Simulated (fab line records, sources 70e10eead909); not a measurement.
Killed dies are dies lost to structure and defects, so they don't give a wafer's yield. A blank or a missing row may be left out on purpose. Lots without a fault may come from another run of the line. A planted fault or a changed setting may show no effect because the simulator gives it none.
Chamber matching | flow nand_harc | NHARC_P_GATE_DESCUM_61 on rie_diel-02: 4 sister chambers
The step chemistry O2, time 3 s. 14 wafers are shown with their chamber, then 7 later ones without.

WAFERS WITH THEIR CHAMBER
wafer  | chamber | drypump_motor_current_A (A) | oes_product_au (a.u.) | rf_vpp_V (V)
L413.1 | 3       | 6.0                         | 1.006                 | 59.3
L413.5 | 3       | 5.9                         | 1.002                 | 59.5
L413.6 | 2       | 6.6                         | 0.974                 | 57.1
L414.1 | 1       | 6.7                         | 1.026                 | 56.6
L414.2 | 0       | 5.3                         | 1.005                 | 58.8
L414.6 | 3       | 5.9                         | 0.998                 | 59.1
L415.2 | 2       | 6.6                         | 0.977                 | 57.3
L415.4 | 3       | 5.9                         | 0.999                 | 58.1
L415.5 | 1       | 6.7                         | 1.007                 | 57.9
L419.3 | 2       | 6.6                         | 0.974                 | 58.8
L419.4 | 3       | 5.9                         | 1.000                 | 57.5
L419.5 | 0       | 5.3                         | 0.981                 | 57.9
L424.2 | 3       | 5.9                         | 0.996                 | 59.1
L424.5 | 3       | 5.9                         | 0.989                 | 56.6

SIGNATURES (means of the wafers above)
reading                 | chamber 0 | chamber 1 | chamber 2 | chamber 3 | scatter within a chamber
drypump_motor_current_A | 5.300     | 6.700     | 6.600     | 5.914     | 0.0293
oes_product_au          | 0.99300   | 1.01650   | 0.97500   | 0.99857   | 0.00801
rf_vpp_V                | 58.350    | 57.250    | 57.733    | 58.457    | 1
Rule: a wafer's distance from a chamber is the root of the sum, over the readings, of the square of ((its reading less the chamber's mean) divided by the reading's scatter). The wafer belongs to the nearest chamber; if the next one is less than 2 further off, it can't be placed. The scatter: the root of (the sum of the squares of (reading less its chamber's mean) over the shown wafers, divided by (wafers less chambers)).

WAFERS WITHOUT THEIR CHAMBER
wafer  | drypump_motor_current_A (A) | oes_product_au (a.u.) | rf_vpp_V (V)
L424.6 | 6.5                         | 0.979                 | 57.1
L429.1 | 5.3                         | 0.998                 | 58.9
L429.3 | 6.5                         | 0.979                 | 58.4
L429.6 | 6.7                         | 1.015                 | 57.6
L435.2 | 6.6                         | 1.021                 | 56.7
L435.4 | 6.6                         | 0.985                 | 57.9
L435.6 | 5.9                         | 1.009                 | 58.0

WHICH CHAMBER EACH WENT THROUGH
wafer  | from the rows above | in truth
L424.6 | 2                   | 2
L429.1 | 0                   | 0
L429.3 | 2                   | 2
L429.6 | 1                   | 1
L435.2 | 1                   | 1
L435.4 | 2                   | 2
L435.6 | 3                   | 3
Placed correctly: 7 of 7. Can't be placed from these rows: 0. Placed wrongly: 0.
